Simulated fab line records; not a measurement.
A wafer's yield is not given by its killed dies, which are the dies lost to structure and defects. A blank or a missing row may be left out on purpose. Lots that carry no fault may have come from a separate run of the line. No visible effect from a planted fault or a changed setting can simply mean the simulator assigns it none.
Split-lot trial + flow n5_finfet + 7 lots, 21 wafers read, on a route of 1938 steps

## SPLIT DETAILS
At N5_BEOL_M0_SAQP_EXPOSE_37 (exposes mask M0 CUT1, target cd 30 nm), the setting dose_mj was moved away from the recipe's 44.75 on 5 of the 21 wafers read, by -2.9% to +2.4%. All remaining wafers had this setting at the recipe value.

## FROM THE SPLIT TO THE READING: what the file shows between them, 2 steps
- N5_BEOL_M0_SAQP_PEB_38: peb time 60 s
- N5_BEOL_M0_SAQP_DEVELOP_39: develop time 30 s

## THE READING
BEOL_M0_SAQP.cd_nm (the simulator's own value, which no gauge read), in nm, at N5_BEOL_M0_SAQP_DESCUM_45 (chemistry O2, time 7 s). The file does not state a usual value for it. Here, 16 wafers ran the recipe; their average is 29.9 nm with a standard deviation of 0.15 nm.

| wafer  | tool, chamber at the split | dose_mj as run | against the recipe | BEOL_M0_SAQP.cd_nm, nm | against lot-mates on the recipe |
|--------|----------------------------|----------------|--------------------|------------------------|---------------------------------|
| L075.2 | euv_scanner-02, 0          | 44.75          | recipe             | 29.8                   | -                               |
| L075.3 | euv_scanner-02, 0          | 44.75          | recipe             | 29.8                   | -                               |
| L075.4 | euv_scanner-02, 0          | 43.81          | -2.1%              | 29.6                   | -0.2                            |
| L077.1 | euv_scanner-02, 0          | 44.75          | recipe             | 30                     | -                               |
| L077.3 | euv_scanner-02, 0          | 45.65          | +2.0%              | 30.2                   | +0.3                            |
| L077.4 | euv_scanner-02, 0          | 44.75          | recipe             | 29.8                   | -                               |
| L078.1 | euv_scanner-02, 0          | 44.75          | recipe             | 30                     | -                               |
| L078.3 | euv_scanner-02, 0          | 43.46          | -2.9%              | 29.4                   | -0.6                            |
| L078.6 | euv_scanner-02, 0          | 43.46          | -2.9%              | 29.6                   | -0.4                            |
| L084.2 | euv_scanner-01, 0          | 44.75          | recipe             | 30                     | -                               |
| L084.6 | euv_scanner-01, 0          | 44.75          | recipe             | 30                     | -                               |
| L084.4 | euv_scanner-01, 0          | 45.82          | +2.4%              | 30.4                   | +0.4                            |
| L087.1 | euv_scanner-02, 0          | 44.75          | recipe             | 29.8                   | -                               |
| L087.5 | euv_scanner-02, 0          | 44.75          | recipe             | 29.8                   | -                               |
| L087.6 | euv_scanner-02, 0          | 44.75          | recipe             | 29.6                   | -                               |
| L088.2 | euv_scanner-01, 0          | 44.75          | recipe             | 30.2                   | -                               |
| L088.3 | euv_scanner-01, 0          | 44.75          | recipe             | 30                     | -                               |
| L088.6 | euv_scanner-01, 0          | 44.75          | recipe             | 30                     | -                               |
| L091.1 | euv_scanner-02, 0          | 44.75          | recipe             | 30                     | -                               |
| L091.4 | euv_scanner-02, 0          | 44.75          | recipe             | 30                     | -                               |
| L091.6 | euv_scanner-02, 0          | 44.75          | recipe             | 30.2                   | -                               |

FIT RESULTS
A straight line over all 21 wafers: BEOL_M0_SAQP.cd_nm changes by +0.158 nm for each +1% of dose_mj; r = +0.81; the points scatter about the line by 0.15 nm.
The same after taking each lot's own level away (the mean of its wafers on the recipe; 21 wafers): +0.158 nm for each +1%; r = +0.92; scatter 0.086 nm.
That fit puts the effect of the largest move of dose_mj on the reading at 0.46 nm.
From 29.73 to 30.07 nm: that is the span of the lots' own levels, equal to 2.2 times the standard deviation above.
Hence the lot-to-lot level has little effect on the slope; both slopes agree.
Check: with one of the wafers moved furthest among these (-2.9%) left out of the fit, the line predicts -0.393 nm for it against its lot-mates. Against them it came out at -0.6 nm.

## ADDITIONAL SPLITS CARRIED BY THESE WAFERS
Note: prior to the reading, these wafers also went through further splits. Each is held against what the fit with the lots' levels taken away leaves over:
| other split on the same wafers          | wafers away from the commonest value | r with BEOL_M0_SAQP.cd_nm (lot level and that fit taken away) |
|-----------------------------------------|--------------------------------------|---------------------------------------------------------------|
| N5_ILD0_CMP_03 down_force_psi           | 5                                    | -0.11                                                         |
| N5_ILD0_ALD_15 ald_cycles               | 8                                    | -0.06                                                         |
| N5_GATE_CUT_ETCH_56 icp_w               | 6                                    | +0.07                                                         |
| N5_GATE_CUT_ETCH_58 source_w            | 10                                   | -0.14                                                         |
| N5_GATE_CUT_CUT_ETCH_53 icp_w           | 9                                    | -0.21                                                         |
| N5_MOL_CONTACT_COAG_COAT_78 spin_rpm    | 7                                    | -0.11                                                         |
| N5_MOL_CONTACT_COAG_EXPOSE_81 dose_mj   | 6                                    | -0.01                                                         |
| N5_MOL_CONTACT_COAG_VIA_ETCH_117 bias_w | 8                                    | -0.13                                                         |
| N5_MOL_CONTACT_COAG_ETCH_124 source_w   | 4                                    | -0.16                                                         |

## THE FILE'S OWN FIT
BEOL_M0_SAQP.cd_nm changes by +0.152 nm for each +1% of dose_mj, r = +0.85.
